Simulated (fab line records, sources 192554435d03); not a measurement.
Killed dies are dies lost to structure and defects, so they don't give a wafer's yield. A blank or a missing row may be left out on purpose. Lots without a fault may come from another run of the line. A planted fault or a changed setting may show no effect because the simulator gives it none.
Problem report in the 8D (eight disciplines) form, filled by code | flow n5_finfet | the parts of the form that need people (team, actions taken, sign-off) are left out

1. THE PROBLEM
REXT_P at N5_BEOL_M4_RC_MEAS_101 reads a mean of 110.0 ohm.um on 2 wafers of 2 lots; wafers without a fault read 100.3 ohm.um with a standard deviation of 1.9. That is +5.1 standard deviations from the usual mean.
First seen on wafer L495.2, day 11 07:28, on prober-02. The record holds 29 wafers of 10 lots with a number at this step. Rule for "out", or "out of limits": more than 4 standard deviations from the usual mean. The other wafers with a number count as sound.

2. WHAT IT IS AND WHAT IT IS NOT
question                    | is                   | is not
which readings at this step | REXT_P               | DIBL_N, DIBL_P, IOFF_N, IOFF_P, ION_N, ION_P, SS_P, VT_N, VT_P
which lots                  | L495, L497           | L482, L484, L488, L489, L490, L494, L501, L504
which wafers of those lots  | L495.2, L497.3       | L495.4, L495.6, L497.5, L497.6
read on which gauges        | prober-01, prober-02 | -
when                        | from day 11 07:28    | up to then (16 sound wafers); but 11 sound wafers of L494, L497, L501, L504 came after

3. SUSPECTS, AND WHAT RULES EACH OUT
Counting: a tool at a process step up to the reading stays a suspect if it ran every lot that is out. Sound lots after the first of them don't rule it out here, since some wafers of a struck lot are sound.
- the gauge at N5_BEOL_M4_RC_MEAS_101: ruled out. The wafers that are out were read on 2 gauges (prober-01, prober-02).
- ald_sin-01 at N5_SPACER0_ALD_00 (deposits SiOCN, target thk 3.5 nm, pulse time 3 s, purge time 2 s): kept. It ran every lot that is out, first L495 (day 6 12:17); its last sound lot up to then is L494 (day 6 07:29).
- Within ald_sin-01 at N5_SPACER0_ALD_00: the wafers that are out ran in chamber 2; their sound lot-mates ran in chambers 0, 3.
Left after counting: ald_sin-01 at N5_SPACER0_ALD_00.

4. THE CAUSE (what the simulator had put in)
Process parameter drift: ald_sin-01, from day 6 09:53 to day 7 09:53, at N5_SPACER0_ALD_00. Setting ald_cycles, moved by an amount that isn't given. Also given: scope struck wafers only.
Counting left only this tool.

5. THE CHAIN OF EFFECTS, in route order
Each row: a reading whose mean over the struck wafers that have a number lies more than 3 standard deviations from the usual. Only readings for which the record gives a usual standard deviation are gone through. hours: the time from each lot's start at the first step in this table that gives one to its start at this step, as a median over the lots. sigmas: the change in usual standard deviations.
hours | step                   | reading | usual        | on struck wafers | change | sigmas
0     | N5_BEOL_M4_RC_MEAS_101 | REXT_N  | 75.4 ohm.um  | 84.2             | +8.8   | +4.2
0     | N5_BEOL_M4_RC_MEAS_101 | REXT_P  | 100.3 ohm.um | 110.0            | +9.7   | +5.1

6. WHAT WOULD HAVE CAUGHT IT SOONER
In this record the first reading out of limits at a measuring or inspecting step was taken at day 11 07:28, 118 hours after the fault began at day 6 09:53.
Of the tool readings at N5_SPACER0_ALD_00 for which the record gives a usual standard deviation, none was out on any struck wafer, so an alarm limit of 4 standard deviations on them would not have fired.
All the lots that are out (2) had begun N5_SPACER0_ALD_00 on ald_sin-01 by day 11 07:28. A hold on the tool at that time would have spared none of them.
